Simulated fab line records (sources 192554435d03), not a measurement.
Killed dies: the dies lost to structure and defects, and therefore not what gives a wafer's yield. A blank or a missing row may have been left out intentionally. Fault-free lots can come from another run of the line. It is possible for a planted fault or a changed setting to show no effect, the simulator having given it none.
Comparing a struck lot with a sound one || flow n5Finfet || 15 out of 1938 route steps
Sound: wafers L756.2, L756.3, L756.6. Struck: wafer L760.1. (L760.4 of the same lot was not struck and is left out.) The cause comes at the end.
Per side, at each step with rows, come the tool, then ch with its chambers, and then its first start. Under that, the readings that differ: sound wafers || struck wafers || difference of the means || sigmas: that difference in standard deviations of wafers without a fault.
alike: readings whose means differ by less than 2 such deviations, and words and numbers that are the same on both sides. not compared: withheld readings, readings that some wafer has no value for, bounds like >300 that may hide the same value, and numbers for which the record gives no deviation and whose values overlap.
The two part at a step that has a row with sigmas, a row that says differs or no value, or rows on one side only. When numbers do not overlap yet have no deviation, they are printed without sigmas and do not part them. A reading that every wafer of one side lacks parts them only if that side has two wafers or more.

first, 1 step without rows for these wafers: N5_SD_EPI_N_STRIP_47 (strips in CHF3/O2).
N5_SD_EPI_N_SD_RECESS_17: chemistry HBr/Cl2/O2, target depth 41 nm, time 23.7 s, bt time 3 s.
  sound on rieSi-05 ch 0,1, day 6 02:26; struck on rieSi-05 ch 2, day 7 02:33
  alike: drypumpMotorCurrentA, oes_o_777_au, oesProductAu, throttleValvePct
  not compared: rfHoursCounterH
N5_SD_EPI_N_STRIP_38: strips in N2/H2.
  sound on plasmaAsher-02 ch 0,1, day 6 02:35; struck on plasmaAsher-01 ch 1, day 7 02:39
  alike: drypumpMotorCurrentA, heaterPowerW, n2FlowSccm, oesProductAu, tempC
  not compared: rfHoursCounterH
then, 4 steps without rows for these wafers: N5_SD_EPI_N_WET_ETCH_43 (etches SiO2 in dHF, time 14 s, target depth 1.5 nm); N5_SD_EPI_N_STRIP_18 (strips in SPM, time 750 s); N5_SD_EPI_N_SRD_20 (time 30 s); N5_SD_EPI_N_PRECLEAN_48 (cleans in NF3:NH3, afs cycles 2, time 20 s, sublimation time 60 s).
N5_SD_EPI_N_VAPOR_ETCH_50: etches Si in HCl, time 54 s.
  sound on epiRpcvd-04 ch 0, day 6 03:19; struck on epiRpcvd-02 ch 0, day 7 03:22
{"reading": "throttleValvePct (%)", "sound": "11.64 11.71 11.51", "struck": 12.20, "difference": "+0.58", "sigmas": "+2"}
then, 1 step without rows for these wafers: N5_SD_EPI_N_EPI_21 (deposits Si:P, time 690 s).
N5_SD_EPI_N_EPI_MEAS_23:
  struck on filmMetro-01, day 7 05:15; sound on filmMetro-01, day 6 05:11
  alike: thkNm
then, 2 steps without rows for these wafers: N5_SD_EPI_N_PRECLEAN_24 (cleans in O3/DIW, time 60 s); N5_SD_EPI_N_SRD_25 (time 30 s).
N5_SD_EPI_N_PRECLEAN_49: cleans in NF3:NH3, afs cycles 1, time 20 s, sublimation time 60 s.
  sound on remotePlasma-02 ch 0, day 6 05:19; struck on remotePlasma-02 ch 1, day 7 05:22
{"reading": "timeS (s)", "sound": "20 20 20", "struck": 26.352, "difference": "+6.352", "sigmas": ""}
  alike: tempC
N5_SD_EPI_N_LINER_46: material SiNx, target thk 3 nm.
  sound on aldSin-04 ch 1,2,3, day 6 05:32; struck on aldSin-01 ch 3, day 7 05:34
  alike: heaterPowerW
after that, 1 step had no rows for these wafers: N5_PASSIVATION_PROBE_49.

## WHERE THEY PART
N5_SD_EPI_N_VAPOR_ETCH_50 only, going by this record. Later steps at which nothing parts them and some readings are alike: N5_SD_EPI_N_EPI_MEAS_23, N5_SD_EPI_N_PRECLEAN_49, N5_SD_EPI_N_LINER_46.

WHY: whatever the simulator had introduced
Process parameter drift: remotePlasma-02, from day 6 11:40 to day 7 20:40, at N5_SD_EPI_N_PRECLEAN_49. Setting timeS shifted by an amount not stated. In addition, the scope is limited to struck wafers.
